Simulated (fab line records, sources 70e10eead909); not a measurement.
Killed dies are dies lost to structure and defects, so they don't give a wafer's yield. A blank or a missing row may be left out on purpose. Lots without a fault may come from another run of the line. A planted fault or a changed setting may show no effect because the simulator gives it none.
Which tool did it? | flow nand_harc | 12 lots, 36 wafers sampled, at 4 steps of a route of 1302

WHAT THE GAUGES READ, wafer by wafer
The record holds no reading of a measuring or inspecting step that can be judged against a usual standard deviation.

WHICH TOOL RAN EACH LOT (tool, then ch and the chambers of the sampled wafers, then the start)
lot  | NHARC_A_CHANNEL_HOLE_D1_ETCH_16               | NHARC_A_CHANNEL_HOLE_D1_ETCH_19  | NHARC_A_CHANNEL_FILL_D1_ALD_16   | NHARC_A_CHANNEL_FILL_D1_STRIP_28
L304 | rie_diel-05 ch 1,2, day 8 10:01 or earlier    | har_etch-02 ch 1, day 8 10:01    | ald_hk-02 ch 0,1,3, day 9 08:15  | rie_diel-13 ch 0,3, day 9 21:28
L305 | rie_diel-05 ch 1,2,3, day 9 09:16 or earlier  | har_etch-02 ch 0,1, day 9 09:16  | ald_hk-02 ch 0,1,2, day 10 03:43 | rie_diel-13 ch 1,2,3, day 10 16:28
L306 | rie_diel-05 ch 1,2,3, day 9 13:25 or earlier  | har_etch-02 ch 1, day 9 13:25    | ald_hk-01 ch 1,2, day 10 07:41   | rie_diel-13 ch 1,2,3, day 10 19:49
L307 | rie_diel-05 ch 1,2, day 9 16:53 or earlier    | har_etch-01 ch 0, day 9 16:53    | ald_hk-01 ch 1,2,3, day 10 11:04 | rie_diel-09 ch 0,2, day 11 00:25
L310 | rie_diel-08 ch 0,1,3, day 11 03:17 or earlier | har_etch-01 ch 0,1, day 11 03:17 | ald_hk-01 ch 0,3, day 11 19:26   | rie_diel-09 ch 0,2, day 12 08:09
L311 | rie_diel-05 ch 2,3, day 11 20:38 or earlier   | har_etch-01 ch 0,1, day 11 20:38 | ald_hk-02 ch 1,3, day 12 15:01   | rie_diel-13 ch 1,2, day 13 03:02
L312 | rie_diel-10 ch 0,2,3, day 12 10:23 or earlier | har_etch-01 ch 0,1, day 12 10:23 | ald_hk-02 ch 0,2, day 13 05:05   | rie_diel-09 ch 0,1,3, day 13 21:31
L315 | rie_diel-08 ch 0,1,2, day 13 10:58 or earlier | har_etch-02 ch 0,1, day 13 10:58 | ald_hk-02 ch 0,2,3, day 14 02:44 | rie_diel-13 ch 1,3, day 14 17:11
L317 | rie_diel-10 ch 0,1, day 13 18:00 or earlier   | har_etch-01 ch 0,1, day 13 18:00 | ald_hk-02 ch 1,2, day 14 12:19   | rie_diel-04 ch 0,2,3, day 15 02:26
L324 | rie_diel-05 ch 0,1,3, day 16 20:38 or earlier | har_etch-01 ch 0,1, day 16 20:38 | ald_hk-02 ch 1,2, day 17 17:32   | rie_diel-09 ch 1,2,3, day 18 06:10
L325 | rie_diel-05 ch 0,2,3, day 17 10:22 or earlier | har_etch-02 ch 0,1, day 17 10:22 | ald_hk-02 ch 0,1,3, day 18 05:45 | rie_diel-13 ch 1,2,3, day 18 19:32
L326 | rie_diel-10 ch 0,1,2, day 18 02:05 or earlier | har_etch-01 ch 0,1, day 18 02:05 | ald_hk-02 ch 1,3, day 18 20:20   | rie_diel-04 ch 0,1, day 19 08:28
- NHARC_A_CHANNEL_HOLE_D1_ETCH_16: etches the open film in O2/COS, target depth 3100 nm, time 806 s.
- NHARC_A_CHANNEL_HOLE_D1_ETCH_19: etches the open film in C4F8/O2/Ar, time 34.5 s.
- NHARC_A_CHANNEL_FILL_D1_ALD_16: deposits SiO2, target thk 1.5 nm, pulse time 10 s, ald cycles 15.
- NHARC_A_CHANNEL_FILL_D1_STRIP_28: strips in O2, time 20 s.

WHAT THE TOOLS THEMSELVES READ (means of the sampled wafers that have a number; where no wafer has one, the mark that the record gives instead)
NHARC_A_CHANNEL_HOLE_D1_ETCH_16.
lot  | tool        | drypump_motor_current_A (A) | oes_product_au (a.u.) | rf_vpp_V (V) | showerhead_plenum_p_Torr (Torr) | throttle_valve_pct (%)
L304 | rie_diel-05 | 6.1                         | 1.015                 | 315.9        | 3.30                            | 28.330
L305 | rie_diel-05 | 5.6                         | 1.017                 | 316.3        | 3.25                            | 28.332
L306 | rie_diel-05 | 5.6                         | 1.011                 | 316.3        | 3.25                            | 28.321
L307 | rie_diel-05 | 5.8                         | 1.022                 | 316.5        | 3.27                            | 28.318
L310 | rie_diel-08 | 6.0                         | 0.998                 | 314.2        | 3.16                            | 28.334
L311 | rie_diel-05 | 5.9                         | 1.007                 | 316.8        | 3.28                            | 28.332
L312 | rie_diel-10 | 5.3                         | 1.007                 | 312.7        | 3.04                            | 28.334
L315 | rie_diel-08 | 5.9                         | 1.003                 | 316.1        | 3.25                            | 28.338
L317 | rie_diel-10 | 5.5                         | 0.994                 | 312.2        | 3.03                            | 28.333
L324 | rie_diel-05 | 5.1                         | 1.001                 | 314.4        | 3.15                            | 28.330
L325 | rie_diel-05 | 5.5                         | 0.992                 | 315.7        | 3.18                            | 28.325
L326 | rie_diel-10 | 5.4                         | 1.000                 | 312.8        | 3.04                            | 28.330

NHARC_A_CHANNEL_HOLE_D1_ETCH_19.
lot  | tool        | drypump_motor_current_A (A) | showerhead_plenum_p_Torr (Torr) | throttle_valve_pct (%)
L304 | har_etch-02 | 5.4                         | 3.82                            | 37.041
L305 | har_etch-02 | 5.8                         | 3.82                            | 37.042
L306 | har_etch-02 | 5.4                         | 3.81                            | 37.029
L307 | har_etch-01 | 5.4                         | 3.77                            | 37.032
L310 | har_etch-01 | 5.5                         | 3.75                            | 37.036
L311 | har_etch-01 | 5.6                         | 3.75                            | 37.036
L312 | har_etch-01 | 5.5                         | 3.75                            | 37.039
L315 | har_etch-02 | 6.1                         | 3.78                            | 37.042
L317 | har_etch-01 | 5.5                         | 3.73                            | 37.038
L324 | har_etch-01 | 5.6                         | 3.71                            | 37.038
L325 | har_etch-02 | 6.2                         | 3.75                            | 37.040
L326 | har_etch-01 | 5.6                         | 3.70                            | 37.038

NHARC_A_CHANNEL_FILL_D1_ALD_16.
lot  | tool      | heater_power_w (W) | precursor_pulse_height_rel
L304 | ald_hk-02 | 418                | 0.990
L305 | ald_hk-02 | 447                | 1.023
L306 | ald_hk-01 | 502                | 1.002
L307 | ald_hk-01 | 476                | 0.999
L310 | ald_hk-01 | 480                | 1.016
L311 | ald_hk-02 | 419                | 0.983
L312 | ald_hk-02 | 486                | 0.975
L315 | ald_hk-02 | 463                | 1.007
L317 | ald_hk-02 | 478                | 0.991
L324 | ald_hk-02 | 453                | 1.020
L325 | ald_hk-02 | 434                | 1.007
L326 | ald_hk-02 | 445                | 1.008

NHARC_A_CHANNEL_FILL_D1_STRIP_28.
lot  | tool        | drypump_motor_current_A (A) | oes_product_au (a.u.) | rf_vpp_V (V) | showerhead_plenum_p_Torr (Torr) | throttle_valve_pct (%)
L304 | rie_diel-13 | 5.8                         | 0.986                 | 58.3         | 3.58                            | 17.032
L305 | rie_diel-13 | 5.9                         | 0.994                 | 57.8         | 3.58                            | 17.037
L306 | rie_diel-13 | 6.0                         | 0.990                 | 57.2         | 3.58                            | 17.033
L307 | rie_diel-09 | 6.3                         | 0.996                 | 58.6         | 3.58                            | 17.032
L310 | rie_diel-09 | 6.3                         | 0.995                 | 58.5         | 3.64                            | 17.039
L311 | rie_diel-13 | 6.1                         | 0.987                 | 57.4         | 3.63                            | 17.039
L312 | rie_diel-09 | 5.8                         | 1.001                 | 57.8         | 3.59                            | 17.038
L315 | rie_diel-13 | 5.7                         | 0.990                 | 57.6         | 3.52                            | 17.038
L317 | rie_diel-04 | 5.8                         | 1.003                 | 58.5         | 3.61                            | 17.033
L324 | rie_diel-09 | 5.8                         | 1.012                 | 58.3         | 3.64                            | 17.038
L325 | rie_diel-13 | 5.9                         | 1.007                 | 57.2         | 3.57                            | 17.027
L326 | rie_diel-04 | 5.8                         | 1.003                 | 57.7         | 3.67                            | 17.033

THE ANSWER, worked out from the rows above alone
Rule: what is usual is taken from the lots themselves. Put in order of their means at a reading, lots are off if they are a third of the lots or fewer, leave a main group of 4 or more, and stand apart from it by a gap of 3 or more times the standard deviation of the main group's means; of several such gaps the widest counts. A main group whose means are all the same, to the digits that the tables above print for the reading, isn't used. A lot without any number at a reading at which 4 lots or more have one is off too. The other lots that the step has rows for count as sound. The gauges are gone through in route order, then the tools' own readings, and for those a lot's mean is taken as printed above. The first step at which some lot is off is used, and at that step the reading that is off furthest; a lot without a number counts as furthest.
No lot is off at any reading shown: from this, nothing can be told.

WHAT THE SIMULATOR HAD PUT IN
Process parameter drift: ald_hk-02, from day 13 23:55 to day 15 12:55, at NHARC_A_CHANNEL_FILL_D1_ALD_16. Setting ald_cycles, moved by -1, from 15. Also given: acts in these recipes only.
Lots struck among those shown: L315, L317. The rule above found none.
